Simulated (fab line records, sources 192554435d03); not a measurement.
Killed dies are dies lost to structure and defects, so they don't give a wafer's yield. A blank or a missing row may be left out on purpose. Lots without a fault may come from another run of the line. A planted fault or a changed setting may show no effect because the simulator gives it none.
A struck lot beside a sound one | flow n5_finfet | 16 steps out of a route of 1938
Sound: wafers L486.1, L486.3, L486.5. Struck: wafers L490.1, L490.2, L490.5. The cause comes at the end.
At each step with rows: each side's tool, then ch and its chambers, then its first start. Under that, the readings that differ: sound wafers | struck wafers | difference of the means | sigmas: that difference in standard deviations of wafers without a fault.
alike: readings whose means differ by less than 2 such deviations, and words and numbers that are the same on both sides. not compared: withheld readings, readings that some wafer has no value for, bounds like >300 that may hide the same value, and numbers for which the record gives no deviation and whose values overlap.
The two part at a step that has a row with sigmas, a row that says differs or no value, or rows on one side only. Numbers that don't overlap but have no deviation are shown without sigmas and don't part them. A reading that every wafer of one side lacks parts them only if that side has two wafers or more.

first, 1 step without rows for these wafers: N5_BEOL_M3_DEGAS_44 (time 60 s).
N5_BEOL_M3_PRE_CLEAN_45: time 30 s.
  sound on pvd_sputter-02, day 7 07:23; struck on pvd_sputter-01, day 8 08:31
  alike: heater_power_w
then, 3 steps without rows for these wafers: N5_BEOL_M3_ALD_84 (deposits TaN, pulse time 2 s, purge time 3 s, co reactant purge time 2 s); N5_BEOL_M3_SURFACE_TREAT_85; N5_BEOL_M3_CVD_47 (deposits Co from CCTBA/H2, target thk 3 nm, time 223.8 s).
N5_BEOL_M3_SPUTTER_48: material Cu, target thk 4.5 nm, time 8.29 s.
  sound on pvd_sputter-03, day 7 07:58; struck on pvd_sputter-03, day 8 09:08
  alike: throttle_valve_pct
then, 1 step without rows for these wafers: N5_BEOL_M3_ANNEAL_49 (time 240 s).
N5_BEOL_M3_SPUTTER_79: material Cu, target thk 4.5 nm, time 8.29 s.
  sound on pvd_sputter-03, day 7 08:11; struck on pvd_sputter-03, day 8 09:21
  alike: throttle_valve_pct
then, 2 steps without rows for these wafers: N5_BEOL_M3_ANNEAL_80 (time 240 s); N5_BEOL_M3_SPUTTER_81 (material Cu, target thk 4.5 nm, time 8.29 s).
N5_BEOL_M3_ANNEAL_82: time 240 s.
  sound on pvd_sputter-03, day 7 08:29; struck on pvd_sputter-03, day 8 09:39
  alike: heater_power_w, susceptor_temp_C
then, 1 step without rows for these wafers: N5_BEOL_M3_SPUTTER_86 (material Cu, target thk 4.5 nm, time 8.29 s).
N5_BEOL_M3_ANNEAL_87: time 240 s.
  sound on pvd_sputter-03, day 7 08:43; struck on pvd_sputter-03, day 8 09:52
  no value came back on the struck wafers for heater_power_w (W), susceptor_temp_C (C); on the sound wafers heater_power_w (W) reads 773 855 873
N5_BEOL_M3_SPUTTER_88: material Cu, target thk 4.5 nm, time 8.29 s.
  sound on pvd_sputter-03, day 7 08:51; struck on pvd_sputter-03, day 8 10:01
  alike: throttle_valve_pct
N5_BEOL_M4_RC_MEAS_101:
  sound on prober-01 ch 0, day 7 23:49; struck on prober-02 ch 0, day 9 02:08
  alike: DIBL_N, DIBL_P, IOFF_N, IOFF_P, ION_N, ION_P, SS_N, SS_P, VT_N, VT_P
then, 1 step without rows for these wafers: N5_PASSIVATION_PROBE_49.

WHERE THEY PART
Only at N5_BEOL_M3_ANNEAL_87, within this record. Later steps at which nothing parts them and some readings are alike: N5_BEOL_M3_SPUTTER_88, N5_BEOL_M4_RC_MEAS_101.

WHY: what the simulator had put in
Skipped step whole: pvd_sputter-03, from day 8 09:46 on, at N5_BEOL_M3_ANNEAL_87. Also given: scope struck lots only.
